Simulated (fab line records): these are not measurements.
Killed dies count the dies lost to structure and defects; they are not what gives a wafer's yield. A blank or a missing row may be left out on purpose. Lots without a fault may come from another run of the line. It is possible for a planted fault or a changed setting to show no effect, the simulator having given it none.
fab line records    flow nandHarc    part 1 of 2: steps 1 to 28 of 37
[record] lots = 5  wafers = 15  lastDay = 34
route steps=1302 shown P_M0@263 P_M1@285
lots with no fault: from the same line, run without faults
startH: hours from the record's first day to the start of the lot's first wafer shown    waitH: hours since the lot's step before    " identical to the entry in the row above    L1.1+2: several wafers, shown together as one row    - no value, or no start was given    * or withheld: withheld    < > ~ a bound
route shown NAME@n: a module of which the file shows steps, and the number in the route of the first    usual: the fault-free wafers' mean and standard deviation    same: alike in all rows    chamber/n: place in a boat    sites: each site's reading    _std_site: the values' standard deviation    _edge_site: outer sites' mean less inner sites'    radiusMm: how far each site lies from the wafer's centre    mask NAME#n: copy n    behind: the last tool/chamber to shape the wafer    hold: why the lot went on hold/how many hours it stayed there/how the hold came to an end    device: transistor that didn't switch, given as n, p or np    end of line: tests of these same wafers at the route's end    a step with no rows: only its recipe    killed: at the first sort, the dies lost to defects and structure; wafer yield is something else    map: the dies of a wafer, with x for killed, . for not killed, _ for no die there
set.NAME: the setting as run; set.NAME@STEP: as run at that earlier step    model.NAME: the simulator's own value behind a step, which no gauge read
lots at selected steps of the route; one table per step, one row per wafer
services: a tool's chamber out of use, with start hour (startH, from the record's first day; less than 0 if before it), hours out, and reason
[[steps]]
[step NHARC_P_M0_CD_MEAS_09]
[recipe] targetCdNm = 90  landingEnergyEv = 500
[usual] cdNm = 90.3/0.83
lot.wafer  tool      chamber  startH  waitH  cdNm
L079.2     cdSem-02  0        174.84  -      90.3
L079.5     "         0        "       "      91.0
L079.6     "         0        "       "      89.7
L080.1     cdSem-01  0        182.09  -      89.3
L080.5     "         0        "       "      90.3
L080.6     "         0        "       "      89.0
L089.2     cdSem-02  0        270.06  -      89.6
L089.4     "         0        "       "      89.1
L089.5     "         0        "       "      89.4
L093.1     cdSem-01  0        318.34  -      90.7
L093.3     "         0        "       "      88.6
L093.6     "         0        "       "      89.0
L097.2     cdSem-02  0        355.55  -      89.7
L097.3     "         0        "       "      90.7
L097.6     "         0        "       "      90.1
[step NHARC_P_M0_OVL_MEAS_10]
[recipe] pitchNm = 180
[usual] overlayXNm = 0.1/0.79  overlayYNm = 0.0/1.1
lot.wafer  tool        chamber  startH  waitH  overlayXNm  overlayYNm
L079.2     overlay-01  -        174.92  -      -1.1        -0.7
L079.5     "           -        "       "      -1.5        -0.9
L079.6     "           -        "       "      -1.7        -0.9
L080.1     overlay-02  -        182.18  -      -0.1        -0.7
L080.5     "           -        "       "      0.0         -0.8
L080.6     "           -        "       "      -0.3        -0.7
L089.2     overlay-02  -        270.14  -      0.7         1.1
L089.4     "           -        "       "      1.1         1.6
L089.5     "           -        "       "      0.9         0.9
L093.1     overlay-01  -        318.43  -      0.3         -0.2
L093.3     "           -        "       "      0.0         0.6
L093.6     "           -        "       "      0.2         0.0
L097.2     overlay-01  -        355.63  -      0.6         1.1
L097.3     "           -        "       "      -0.2        0.9
L097.6     "           -        "       "      0.0         1.3
[step NHARC_P_M0_INSPECT_11]
[usual] rawDefectCount = 5/3.2
lot.wafer  tool              chamber  startH  waitH  rawDefectCount
L079.2     defectInspect-01  -        174.96  0.0    4
L079.5     "                 -        "       "      5
L079.6     "                 -        "       "      13
L080.1     defectInspect-02  -        182.22  0.0    2
L080.5     "                 -        "       "      5
L080.6     "                 -        "       "      1
L089.2     defectInspect-02  -        270.18  0.0    5
L089.4     "                 -        "       "      1
L089.5     "                 -        "       "      5
L093.1     defectInspect-01  -        318.47  0.0    0
L093.3     "                 -        "       "      3
L093.6     "                 -        "       "      3
L097.2     defectInspect-01  -        355.67  0.0    4
L097.3     "                 -        "       "      10
L097.6     "                 -        "       "      13
[step NHARC_P_M0_DESCUM_14]
[recipe] timeS = 3  o2FlowSccm = 200  arFlowSccm = 0  biasPowerW = 0  chemistry = O2
[usual] drypumpMotorCurrentA = 5.7/0.36  oesProductAu = 0.999/0.014  rfVppV = 57.6/0.9  showerheadPlenumPTorr = 1.90/0.086  throttleValvePct = 11.310/0.0092
lot.wafer  tool        chamber  startH  waitH  drypumpMotorCurrentA  oesProductAu  rfHoursCounterH  rfVppV  showerheadPlenumPTorr  throttleValvePct
L079.2     rieDiel-03  1        175.04  0.1    5.1                   1.018         9                57.9    1.87                   11.300
L079.5     "           0        "       "      5.8                   0.998         -                58.3    1.81                   11.323
L079.6     "           1        "       "      5.1                   1.013         -                57.8    1.87                   11.321
L080.1     rieDiel-03  1        182.29  0.1    5.1                   1.013         12               56.4    1.87                   11.316
L080.5     "           0        "       "      5.8                   1.001         -                56.9    1.81                   11.300
L080.6     "           2        "       "      5.8                   1.006         -                57.5    1.84                   11.311
L089.2     rieDiel-03  0        270.25  0.1    5.8                   1.004         21               56.4    1.80                   11.293
L089.4     "           2        "       "      5.8                   0.991         24               56.2    1.83                   11.323
L089.5     "           0        "       "      5.8                   1.005         -                58.2    1.80                   11.315
L093.1     rieDiel-08  3        318.54  0.1    6.4                   0.976         36               57.9    2.00                   11.314
L093.3     "           0        "       "      5.8                   1.019         39               56.5    1.78                   11.300
L093.6     "           2        "       "      5.9                   0.982         -                57.6    1.97                   11.300
L097.2     rieDiel-03  1        355.73  0.1    5.1                   0.981         17               59.4    1.86                   11.302
L097.3     "           3        "       "      5.2                   0.981         12               58.0    2.04                   11.309
L097.6     "           2        "       "      5.8                   0.963         -                58.3    1.83                   11.302
[step NHARC_P_M0_ETCH_34]
[recipe] targetDepthA = 400  overetchA = 120  timeS = 43.94  ionEnergyEv = 200  n2FlowSccm = 150  h2FlowSccm = 150  arFlowSccm = 0  rfW = 400  biasW = 150  chemistry = N2/H2
[usual] drypumpMotorCurrentA = 5.7/0.35  n2FlowSccm = 150.0/0.5  oesProductAu = 1.000/0.013  rfVppV = 430.0/2.8  showerheadPlenumPTorr = 2.02/0.095  throttleValvePct = 14.172/0.0089
lot.wafer  tool        chamber  startH  waitH  drypumpMotorCurrentA  n2FlowSccm  oesProductAu  rfHoursCounterH  rfVppV  showerheadPlenumPTorr  throttleValvePct
L079.2     rieDiel-03  1        175.12  0.1    5.1                   149.9       1.014         9                429.7   1.99                   14.186
L079.6     "           1        "       "      5.1                   149.6       1.026         -                429.0   1.99                   14.180
L079.5     "           0        "       "      5.8                   150.6       0.997         -                426.5   1.92                   14.161
L080.1     rieDiel-03  1        182.39  0.1    5.1                   149.7       1.019         12               430.3   1.99                   14.158
L080.6     "           1        "       "      5.1                   149.8       1.013         -                429.2   1.99                   14.173
L080.5     "           2        "       "      5.8                   149.4       1.001         -                427.2   1.96                   14.167
L089.4     rieDiel-03  1        270.34  0.1    5.1                   148.7       1.007         23               429.0   1.98                   14.162
L089.2     "           2        "       "      5.8                   149.7       1.002         24               427.3   1.95                   14.163
L089.5     "           0        "       "      5.8                   150.4       1.001         -                427.7   1.92                   14.169
L093.1     rieDiel-08  3        318.65  0.1    6.4                   149.8       0.971         36               433.3   2.14                   14.183
L093.3     "           0        "       "      5.7                   148.9       1.025         39               426.3   1.90                   14.184
L093.6     "           1        "       "      5.5                   150.1       1.002         -                428.2   1.97                   14.185
L097.2     rieDiel-03  1        355.81  0.1    5.1                   149.4       1.004         17               429.0   1.98                   14.182
L097.3     "           2        "       "      5.8                   149.7       0.988         14               427.7   1.95                   14.164
L097.6     "           1        "       "      5.1                   149.0       1.002         -                428.4   1.98                   14.168
[step NHARC_P_M0_ETCH_15]
[recipe] targetDepthA = 1500  overetchA = 150  timeS = 82.5  c4f8FlowSccm = withheld  arFlowSccm = 400  rfW = 600  biasW = 300  chemistry = C4F8/Ar
[usual] oesProductAu = 0.956/0.021  rfVppV = 440.4/2.7
lot.wafer  tool        chamber  startH  waitH  oesProductAu  rfHoursCounterH  rfVppV
L079.2     rieDiel-03  0        -       -      0.961         9                437.1
L079.6     "           0        "       "      0.957         -                438.8
L079.5     "           1        "       "      0.973         -                440.1
L080.1     rieDiel-03  2        -       -      0.961         13               437.6
L080.5     "           2        "       "      0.957         -                439.3
L080.6     "           0        "       "      0.963         -                438.1
L089.4     rieDiel-03  1        -       -      0.979         23               438.9
L089.2     "           2        "       "      0.975         24               438.0
L089.5     "           0        "       "      0.972         -                436.7
L093.3     rieDiel-08  0        -       -      0.939         40               437.7
L093.1     "           1        "       "      0.917         44               438.2
L093.6     "           0        "       "      0.936         -                436.0
L097.2     rieDiel-03  0        -       -      0.974         15               437.4
L097.3     "           1        "       "      0.962         17               439.7
L097.6     "           2        "       "      0.935         -                438.6
[step NHARC_P_M0_CD_MEAS_16]
[usual] cdNm = 90.4/0.97
lot.wafer  tool      chamber  startH  waitH  cdNm
L079.2     cdSem-01  -        175.37  -      90.7
L079.5     "         -        "       "      91.7
L079.6     "         -        "       "      90.4
L080.1     cdSem-02  -        182.62  -      89.6
L080.5     "         -        "       "      90.4
L080.6     "         -        "       "      88.8
L089.2     cdSem-01  -        270.54  -      88.6
L089.4     "         -        "       "      88.8
L089.5     "         -        "       "      89.4
L093.1     cdSem-02  -        318.89  -      90.8
L093.3     "         -        "       "      89.4
L093.6     "         -        "       "      88.5
L097.2     cdSem-03  -        356.03  -      89.0
L097.3     "         -        "       "      92.0
L097.6     "         -        "       "      90.1
[step NHARC_P_M0_STRIP_18]
[recipe] powerW = 1000  n2FlowSccm = 150  h2FlowSccm = 150  arFlowSccm = 0  biasW = 0  chemistry = N2/H2
[usual] drypumpMotorCurrentA = 5.7/0.34  n2FlowSccm = 150.0/0.41  oesProductAu = 1.000/0.012  rfVppV = 90.5/1.1  showerheadPlenumPTorr = 2.02/0.091  throttleValvePct = 14.171/0.0079
lot.wafer  tool        chamber  startH  waitH  drypumpMotorCurrentA  n2FlowSccm  oesProductAu  rfHoursCounterH  rfVppV  showerheadPlenumPTorr  throttleValvePct
L079.2     rieDiel-03  1        175.47  0.1    5.1                   149.9       1.009         9                90.1    1.99                   14.175
L079.5     "           1        "       "      5.1                   150.4       1.010         -                91.3    1.99                   14.172
L079.6     "           2        "       "      5.8                   150.4       1.002         -                90.4    1.96                   14.163
L080.1     rieDiel-08  2        182.70  0.1    5.9                   150.0       0.995         62               91.1    2.12                   14.159
L080.5     "           2        "       "      6.0                   150.2       0.990         -                89.7    2.12                   14.172
L080.6     "           3        "       "      6.4                   149.3       0.999         -                92.5    2.15                   14.157
L089.2     rieDiel-03  0        270.61  0.1    5.8                   150.3       0.996         22               89.9    1.92                   14.179
L089.4     "           1        "       "      5.1                   150.0       0.994         23               91.6    1.99                   14.180
L089.5     "           0        "       "      5.8                   150.6       0.999         -                89.7    1.92                   14.176
L093.3     rieDiel-03  2        318.99  0.1    5.8                   149.0       0.987         3                89.8    1.95                   14.170
L093.1     "           0        "       "      5.8                   149.5       1.003         7                91.1    1.92                   14.156
L093.6     "           1        "       "      5.1                   149.5       0.995         -                89.4    1.98                   14.178
L097.3     rieDiel-12  2        356.15  0.1    5.8                   150.1       0.982         22               92.5    2.10                   14.168
L097.2     "           3        "       "      6.1                   150.3       0.998         25               92.0    2.10                   14.174
L097.6     "           1        "       "      5.6                   150.1       0.973         -                89.1    1.97                   14.165
[step NHARC_P_M0_STRIP_19]
[recipe] timeS = 600  tempC = 30  chemistry = postEtchResidueRemover
lot.wafer   tool         chamber  startH  waitH
L079.5+2+6  wetBench-02  2,5,6    175.76  -
L080.1+6+5  wetBench-05  5,0,1    182.97  -
L089.5+4+2  wetBench-02  0,2,3    270.89  -
L093.3+1+6  wetBench-05  1,2,3    319.24  -
L097.2+3+6  wetBench-05  7,2,4    356.38  -
[step NHARC_P_M0_DEGAS_28]
[recipe] tempC = 250  timeS = 60
[usual] heaterPowerW = 344/36
lot.wafer  tool           chamber  startH  waitH  heaterPowerW
L079.2     pvdSputter-02  -        176.04  -      338
L079.6     "              -        "       "      324
L079.5     "              -        "       "      332
L080.1     pvdSputter-02  -        183.26  -      342
L080.5     "              -        "       "      423
L080.6     "              -        "       "      325
L089.4     pvdSputter-02  -        271.15  -      329
L089.2     "              -        "       "      338
L089.5     "              -        "       "      337
L093.3     pvdSputter-03  -        319.50  -      360
L093.1     "              -        "       "      392
L093.6     "              -        "       "      289
L097.2     pvdSputter-02  -        356.65  -      350
L097.3     "              -        "       "      326
L097.6     "              -        "       "      350
[step NHARC_P_M0_PRE_CLEAN_29]
[recipe] timeS = 30  tempC = 280  gas = H2/He
[usual] heaterPowerW = 424/44
lot.wafer  tool           chamber  startH  waitH  heaterPowerW
L079.2     pvdSputter-02  -        -       -      410
L079.6     "              -        "       "      400
L079.5     "              -        "       "      406
L080.1     pvdSputter-02  -        -       -      518
L080.5     "              -        "       "      397
L080.6     "              -        "       "      422
L089.2     pvdSputter-02  -        -       -      404
L089.4     "              -        "       "      419
L089.5     "              -        "       "      407
L093.1     pvdSputter-03  -        -       -      457
L093.3     "              -        "       "      450
L093.6     "              -        "       "      347
L097.2     pvdSputter-02  -        -       -      504
L097.3     "              -        "       "      398
L097.6     "              -        "       "      492
[step NHARC_P_M0_PVD_20]
[recipe] targetThkA = 50  biasV = 168.6  powerW = 15000  chamberPressurePa = 0.12  timeS = 8.06  substrateTempC = 50  material = TaN
[usual] throttleValvePct = 30.1/0.92
lot.wafer  tool           chamber  startH  waitH  throttleValvePct
L079.2     pvdSputter-02  -        -       -      31.0
L079.5     "              -        "       "      29.4
L079.6     "              -        "       "      30.1
L080.1     pvdSputter-02  -        -       -      31.2
L080.6     "              -        "       "      31.1
L080.5     "              -        "       "      29.3
L089.2     pvdSputter-02  -        -       -      30.2
L089.4     "              -        "       "      28.9
L089.5     "              -        "       "      30.2
L093.3     pvdSputter-03  -        -       -      30.1
L093.1     "              -        "       "      30.3
L093.6     "              -        "       "      29.5
L097.3     pvdSputter-02  -        -       -      30.3
L097.2     "              -        "       "      30.0
L097.6     "              -        "       "      28.9
[step NHARC_P_M0_PVD_21]
[recipe] targetThkA = 300  chamberPressurePa = 5  powerW = 5000  substrateTempC = 30  timeS = 20.49  material = Cu
[usual] throttleValvePct = 30.2/0.97
lot.wafer  tool           chamber  startH  waitH  throttleValvePct
L079.2     pvdSputter-02  -        -       -      29.9
L079.6     "              -        "       "      31.0
L079.5     "              -        "       "      29.1
L080.1     pvdSputter-02  -        -       -      29.2
L080.5     "              -        "       "      30.9
L080.6     "              -        "       "      29.3
L089.4     pvdSputter-02  -        -       -      29.0
L089.2     "              -        "       "      29.4
L089.5     "              -        "       "      29.2
L093.3     pvdSputter-03  -        -       -      30.1
L093.1     "              -        "       "      29.5
L093.6     "              -        "       "      32.8
L097.3     pvdSputter-02  -        -       -      29.0
L097.2     "              -        "       "      30.2
L097.6     "              -        "       "      29.1
[step NHARC_P_M0_ECD_22]
[recipe] targetThkA = 4000  bathTempC = 25  material = Cu
lot.wafer   tool      chamber  startH  waitH
L079.2+5+6  ecdCu-01  0,0,1    176.39  -
L080.1+5+6  ecdCu-02  1,0,1    183.64  -
L089.2+4+5  ecdCu-01  0,1,1    271.57  -
L093.1+3+6  ecdCu-02  0,1,1    319.86  -
L097.2+3+6  ecdCu-02  1,0,1    357.00  -
[step NHARC_P_M0_ANNEAL_30]
[recipe] tempC = 225  timeS = 90
[usual] wafer_temp_C_max = 226.2/0.3
lot.wafer  tool          chamber  startH  waitH  wafer_temp_C_max
L079.2     rtpAnneal-02  0        176.82  0.4    226.6
L079.5     "             0        "       "      226.3
L079.6     "             0        "       "      225.9
L080.1     rtpAnneal-01  0        183.97  0.3    226.2
L080.5     "             0        "       "      226.4
L080.6     "             0        "       "      226.8
L089.2     rtpAnneal-01  0        271.98  0.4    226.5
L089.4     "             0        "       "      226.4
L089.5     "             0        "       "      226.0
L093.1     rtpAnneal-02  0        320.24  0.3    225.7
L093.3     "             0        "       "      225.9
L093.6     "             0        "       "      226.4
L097.2     rtpAnneal-02  0        357.49  -      225.6
L097.3     "             0        "       "      226.2
L097.6     "             0        "       "      225.9
[step NHARC_P_M0_CMP_23]
[recipe] tOverpolishS = 20  targetThkNm = 117.54
[usual] motorCurrentA = 12.4/0.87  timeToEndpointS = 29/3
lot.wafer  tool    chamber  startH  waitH  motorCurrentA  timeToEndpointS
L079.2     cmp-01  0        177.11  -      13.4           27
L079.6     "       0        "       "      13.0           27
L079.5     "       1        "       "      11.8           30
L080.1     cmp-01  3        184.40  -      12.7           36
L080.5     "       0        "       "      12.8           27
L080.6     "       1        "       "      12.3           30
L089.4     cmp-02  3        272.28  -      11.1           28
L089.2     "       2        "       "      11.4           30
L089.5     "       3        "       "      11.1           27
L093.1     cmp-02  0        320.58  -      13.6           28
L093.3     "       2        "       "      12.0           32
L093.6     "       0        "       "      13.1           29
L097.2     cmp-02  3        357.81  -      10.6           27
L097.3     "       0        "       "      13.4           25
L097.6     "       3        "       "      11.0           25
[step NHARC_P_M0_THK_MEAS_24]
[recipe] thkMeasGauge = xrf
[usual] thkNm = 117.9/1.7
lot.wafer  tool          chamber  startH  waitH  thkNm
L079.2     filmMetro-02  -        177.43  -      116.8
L079.5     "             -        "       "      117.3
L079.6     "             -        "       "      116.3
L080.1     filmMetro-02  -        184.63  -      117.8
L080.5     "             -        "       "      119.1
L080.6     "             -        "       "      120.8
L089.2     filmMetro-02  -        272.59  -      119.1
L089.4     "             -        "       "      116.8
L089.5     "             -        "       "      119.0
L093.1     filmMetro-01  -        320.90  -      118.3
L093.3     "             -        "       "      119.0
L093.6     "             -        "       "      117.2
L097.2     filmMetro-01  -        358.10  -      116.2
L097.3     "             -        "       "      118.2
L097.6     "             -        "       "      116.2
[step NHARC_P_M0_SRD_25]
lot.wafer   tool         chamber  startH  waitH
L079.5+6+2  wetBench-10  4,5,0    177.47  0.0
L080.1+6+5  wetBench-10  7,0,1    184.68  0.1
L089.5+4+2  wetBench-08  6,0,1    272.63  0.0
L093.3+6+1  wetBench-10  1,2,6    320.94  0.0
L097.2+3+6  wetBench-08  4,7,0    358.15  0.0
[step NHARC_P_M0_INSPECT_27]
[usual] rawDefectCount = 297/98
lot.wafer  tool              chamber  startH  waitH  rawDefectCount
L079.2     defectInspect-02  -        177.59  0.0    299
L079.5     "                 -        "       "      273
L079.6     "                 -        "       "      224
L080.1     defectInspect-02  -        184.79  0.0    467
L080.5     "                 -        "       "      349
L080.6     "                 -        "       "      249
L089.2     defectInspect-02  -        272.75  0.0    304
L089.4     "                 -        "       "      204
L089.5     "                 -        "       "      150
L093.1     defectInspect-02  -        321.05  0.0    233
L093.3     "                 -        "       "      181
L093.6     "                 -        "       "      176
L097.2     defectInspect-01  -        358.26  0.0    235
L097.3     "                 -        "       "      337
L097.6     "                 -        "       "      266
[step NHARC_P_M0_PRE_CLEAN_31]
[recipe] timeS = 12  tempC = 370  rfPowerW = 300  gas = NH3
[usual] heaterPowerW = 626/67
lot.wafer  tool      chamber  startH  waitH  heaterPowerW  sinceWetCleanH
L079.2     pecvd-04  0        177.65  0.1    611           76
L079.5     "         1        "       "      686           -
L079.6     "         2        "       "      715           -
L080.1     pecvd-03  0        184.85  0.1    585           168
L080.6     "         0        "       "      581           -
L080.5     "         1        "       "      663           -
L089.2     pecvd-03  0        272.81  0.1    598           75
L089.4     "         1        "       "      642           -
L089.5     "         1        "       "      616           -
L093.1     pecvd-03  2        321.13  0.1    528           123
L093.3     "         0        "       "      625           123
L093.6     "         1        "       "      559           -
L097.3     pecvd-03  1        358.32  0.1    642           160
L097.2     "         0        "       "      629           160
L097.6     "         2        "       "      601           -
[step NHARC_P_M0_DEP_32]
[recipe] targetThkA = 300  tempC = 370  targetThkNm = 30  pressureTorr = 3  flowSccm = 200  rfW = 450  material = SiCN
[usual] heaterPowerW = 582/77
lot.wafer  tool      chamber  startH  waitH  heaterPowerW  sinceWetCleanH
L079.2     pecvd-04  0        177.73  0.1    610           76
L079.5     "         1        "       "      667           -
L079.6     "         2        "       "      630           -
L080.1     pecvd-03  0        184.93  0.1    548           168
L080.6     "         0        "       "      547           -
L080.5     "         1        "       "      531           -
L089.2     pecvd-03  0        272.94  0.1    525           75
L089.4     "         1        "       "      626           -
L089.5     "         1        "       "      622           -
L093.1     pecvd-03  2        321.24  0.1    503           123
L093.3     "         0        "       "      528           123
L093.6     "         1        "       "      600           -
L097.3     pecvd-03  1        358.40  0.1    540           160
L097.2     "         0        "       "      528           160
L097.6     "         2        "       "      534           -
[step NHARC_P_M1_DEP_00]
[recipe] targetThkA = 1825  targetThkNm = 182.5  tempC = withheld  pressureTorr = 5  flowSccm = 200  rfW = 600  material = SiOC
lot.wafer  tool      chamber  startH  waitH  sinceWetCleanH
L079.2     pecvd-04  0        -       -      77
L079.5     "         0        "       "      -
L079.6     "         2        "       "      -
L080.1     pecvd-04  1        185.35  -      84
L080.6     "         1        "       "      -
L080.5     "         0        "       "      -
L089.2     pecvd-01  0        273.58  0.6    131
L089.5     "         1        "       "      -
L089.4     "         2        "       "      -
L093.3     pecvd-04  0        321.66  -      39
L093.1     "         1        "       "      39
L093.6     "         1        "       "      -
L097.3     pecvd-03  0        -       -      161
L097.2     "         2        "       "      161
L097.6     "         2        "       "      -
[step NHARC_P_M1_DEHYDRATE_01]
[recipe] tempC = 150  timeS = 120
lot.wafer   tool           chamber  startH  waitH
L079.2+5+6  lithoTrack-04  0        178.53  -
L080.1+5+6  lithoTrack-04  0        185.75  -
L089.2+4+5  lithoTrack-04  0        273.90  -
L093.1+3+6  lithoTrack-06  0        322.02  -
L097.2+3+6  lithoTrack-01  0        359.20  -
[step NHARC_P_M1_HMDS_02]
[recipe] timeS = 30
lot.wafer   tool           chamber  startH  waitH
L079.2+5+6  lithoTrack-04  0        -       -
L080.1+5+6  lithoTrack-04  0        -       -
L089.2+4+5  lithoTrack-04  0        -       -
L093.1+3+6  lithoTrack-06  0        -       -
L097.2+3+6  lithoTrack-01  0        -       -
[step NHARC_P_M1_COAT_34]
[recipe] tempC = 200  timeS = 65
lot.wafer   tool           chamber  startH  waitH
L079.2+5+6  lithoTrack-04  0        -       -
L080.1+5+6  lithoTrack-04  0        -       -
L089.2+4+5  lithoTrack-04  0        -       -
L093.1+3+6  lithoTrack-06  0        -       -
L097.2+3+6  lithoTrack-01  0        -       -
[step NHARC_P_M1_COAT_03]
[recipe] spinRpm = 1500  resistThkNm = 90
lot.wafer   tool           chamber  startH  waitH
L079.2+5+6  lithoTrack-04  0        -       -
L080.1+5+6  lithoTrack-04  0        -       -
L089.2+4+5  lithoTrack-04  0        -       -
L093.1+3+6  lithoTrack-06  0        -       -
L097.2+3+6  lithoTrack-01  0        -       -
[step NHARC_P_M1_SOFTBAKE_04]
[recipe] tempC = 105  timeS = 55
lot.wafer   tool           chamber  startH  waitH
L079.2+5+6  lithoTrack-04  0        -       -
L080.1+5+6  lithoTrack-04  0        -       -
L089.2+4+5  lithoTrack-04  0        -       -
L093.1+3+6  lithoTrack-06  0        -       -
L097.2+3+6  lithoTrack-01  0        -       -
[step NHARC_P_M1_EBR_05]
lot.wafer   tool           chamber  startH  waitH
L079.2+5+6  lithoTrack-04  0        -       -
L080.1+5+6  lithoTrack-04  0        -       -
L089.2+4+5  lithoTrack-04  0        -       -
L093.1+3+6  lithoTrack-06  0        -       -
L097.2+3+6  lithoTrack-01  0        -       -
